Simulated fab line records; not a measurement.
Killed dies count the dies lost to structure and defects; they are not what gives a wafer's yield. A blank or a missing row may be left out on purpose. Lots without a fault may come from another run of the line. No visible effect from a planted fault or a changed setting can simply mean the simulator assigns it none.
Lot-split experiment    flow n5Finfet    on a route of 1938 steps: 7 lots, 21 wafers read

ON THE SPLIT
At N5_BEOL_M11_HM_DEP_02 (deposits TiN, target thk 20 nm), the setting targetThkA was moved away from the recipe's 200 angstrom on 9 of the 21 wafers read, by -6.7% to +9.2%. The other wafers ran this setting at the recipe's value.

FROM THE SPLIT TO THE READING: what the file shows between them, 8 steps
- N5_BEOL_M11_COAT_59: time 60 s, resist thk 100 nm
- N5_BEOL_M11_COAT_60: time 60 s, resist thk 30 nm
- N5_BEOL_M11_STRIP_68: strips in N2/H2
- N5_BEOL_M11_STRIP_67: strips in CF4
- N5_BEOL_M11_HM_OPEN_17: chemistry Cl2/BCl3, target TiN, target depth 20 nm, overetch 6 nm
- N5_BEOL_M11_STRIP_19: strips in O2
- N5_BEOL_M11_STRIP_73: strips in C4F6/O2
- N5_BEOL_M11_STRIP_36: strips in N2/H2

THE READING
TiN_of_BEOL_M11_HM_DEP_02.thkNm (the simulator's own value, which no gauge read), in nm, at N5_BEOL_M11_TRENCH_ETCH_37 (etches SiCOH lowk in C4F6/O2, target depth 148.83 nm, time 48 s). There is no usual value for it anywhere in the file. Average 16.0 nm, standard deviation 0.31 nm, over the 12 wafers here run with the recipe.

wafer   tool, chamber at the split  targetThkA as run, angstrom  against the recipe  TiN_of_BEOL_M11_HM_DEP_02.thkNm, nm  against lot-mates on the recipe
L074.2  pvdSputter-02, -            200                          recipe              16                                   -
L074.5  pvdSputter-02, -            200                          recipe              16                                   -
L074.6  pvdSputter-02, -            200                          recipe              16.2                                 -
L077.1  pvdSputter-01, -            200                          recipe              16.2                                 -
L077.4  pvdSputter-01, -            200                          recipe              16.2                                 -
L077.3  pvdSputter-01, -            200                          recipe              16.4                                 -
L079.3  pvdSputter-01, -            218.4                        +9.2%               18.4                                 +2.4
L079.5  pvdSputter-01, -            218.4                        +9.2%               18.2                                 +2.2
L079.6  pvdSputter-01, -            200                          recipe              16                                   -
L080.2  pvdSputter-02, -            188.9                        -5.5%               14.4                                 -1.0
L080.3  pvdSputter-02, -            200                          recipe              15.4                                 -
L080.5  pvdSputter-02, -            188.9                        -5.5%               14.2                                 -1.2
L090.4  pvdSputter-03, -            200                          recipe              16                                   -
L090.5  pvdSputter-03, -            209.5                        +4.8%               17.2                                 +1.2
L090.6  pvdSputter-03, -            209.5                        +4.8%               16.8                                 +0.8
L093.3  pvdSputter-01, -            200                          recipe              16.4                                 -
L093.5  pvdSputter-01, -            186.7                        -6.7%               14.6                                 -1.8
L093.6  pvdSputter-01, -            186.7                        -6.7%               15.2                                 -1.2
L097.1  pvdSputter-02, -            191.1                        -4.4%               15                                   -0.7
L097.3  pvdSputter-02, -            200                          recipe              15.4                                 -
L097.4  pvdSputter-02, -            200                          recipe              16                                   -

FIT RESULTS
A straight line over all 21 wafers: TiN_of_BEOL_M11_HM_DEP_02.thkNm changes by +0.234 nm for each +1% of targetThkA; r = +0.95; the points scatter about the line by 0.34 nm.
The same after taking each lot's own level away (the mean of its wafers on the recipe; 21 wafers): +0.227 nm for each +1%; r = +0.98; scatter 0.2 nm.
Per that fit: largest targetThkA move, reading shift of 2.1 nm.
From 15.40 to 16.40 nm: that is the span of the lots' own levels, equal to 3.2 times the standard deviation above.
The two slopes are in agreement: the lot-to-lot level therefore moves the slope only a little.
Check: for one of the wafers moved furthest among these (+9.2%), held out of the fit, the line's prediction against its lot-mates is +2.03 nm. Against them it came out at +2.4 nm.

FURTHER SPLITS ON THESE WAFERS
These wafers also went through other splits before the reading. Each is held against what the fit with the lots' levels taken away leaves over:
other split on the same wafers   wafers away from the commonest value  r with TiN_of_BEOL_M11_HM_DEP_02.thkNm (lot level and that fit taken away)
N5_BEOL_M9_TRENCH_ETCH_37 timeS  6                                     -0.13
N5_BEOL_M10_COAT_63 spinRpm      9                                     -0.15
N5_BEOL_M10_PEB_26 pebTimeS      7                                     -0.17

THE WHOLE CHAIN: every reading that the file lists as answering this split, in the file's order
step                        what it does                                                       reading                                                                           change (the file's fit)                r (the file's)
N5_BEOL_M11_HM_DEP_02       deposits TiN, target thk 20 nm                                     TiN_of_BEOL_M11_HM_DEP_02.thkNm (the simulator's own value, which no gauge read)  +0.21 nm for each +1% of the setting   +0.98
N5_BEOL_M11_HM_OPEN_17      chemistry Cl2/BCl3, target TiN, target depth 20 nm, overetch 6 nm  etch.depthNm (the simulator's own value, which no gauge read)                     +0.21 nm for each +1% of the setting   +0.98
N5_BEOL_M11_TRENCH_ETCH_37  etches SiCOH lowk in C4F6/O2, target depth 148.83 nm, time 48 s    TiN_of_BEOL_M11_HM_DEP_02.thkNm (the simulator's own value, which no gauge read)  +0.223 nm for each +1% of the setting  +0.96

FILE'S OWN FIT
TiN_of_BEOL_M11_HM_DEP_02.thkNm changes by +0.223 nm for each +1% of targetThkA, r = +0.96.
